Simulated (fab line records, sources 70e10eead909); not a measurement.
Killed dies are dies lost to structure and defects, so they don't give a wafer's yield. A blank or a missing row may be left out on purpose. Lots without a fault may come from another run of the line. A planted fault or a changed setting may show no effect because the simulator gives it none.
Chamber matching | flow nand_harc | NHARC_A_STAIRCASE_CMP_152 on cmp-01: 4 sister chambers
The step polishes. 8 wafers are shown with their chamber, then 7 later ones without.

WAFERS WITH THEIR CHAMBER
wafer  | chamber | motor_current_A (A) | slurry_filter_dp_kPa (kPa)
L075.1 | 1       | 11.8                | 13.43
L075.2 | 3       | 13.6                | 13.45
L078.6 | 3       | 13.2                | 13.49
L080.1 | 1       | 11.6                | 13.55
L080.3 | 0       | 11.8                | 13.71
L080.4 | 2       | 12.0                | 13.51
L083.1 | 0       | 11.2                | 13.23
L083.3 | 2       | 11.6                | 13.57

WAFERS WITHOUT THEIR CHAMBER
wafer  | motor_current_A (A) | slurry_filter_dp_kPa (kPa)
L083.4 | 13.0                | 13.52
L086.3 | 11.6                | 13.38
L086.4 | 11.6                | 13.34
L086.6 | 12.8                | 13.30
L093.2 | 11.8                | 13.65
L093.3 | 11.5                | 13.49
L093.6 | 11.5                | 13.42

WHICH CHAMBER EACH WENT THROUGH
wafer  | from the rows above          | in truth
L083.4 | 3                            | 3
L086.3 | can't be placed: 0 or 1 or 2 | 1
L086.4 | can't be placed: 0 or 1 or 2 | 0
L086.6 | can't be placed: 3 or 2 or 1 | 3
L093.2 | can't be placed: 2 or 1 or 0 | 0
L093.3 | can't be placed: 0 or 1 or 2 | 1
L093.6 | can't be placed: 0 or 1 or 2 | 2
Placed correctly: 1 of 7. Can't be placed from these rows: 6 (the true chamber is among the candidates in 6). Placed wrongly: 0.
How it was worked out, from the rows above alone: a wafer's distance from a chamber is the root of the sum, over the readings, of the square of ((its reading less the chamber's mean) divided by the reading's scatter). The wafer belongs to the nearest chamber; if the next one is less than 2 further off, it can't be placed. A chamber's mean is the mean of its shown wafers. The scatter: the root of (the sum of the squares of (reading less its chamber's mean) over the shown wafers, divided by (wafers less chambers)).
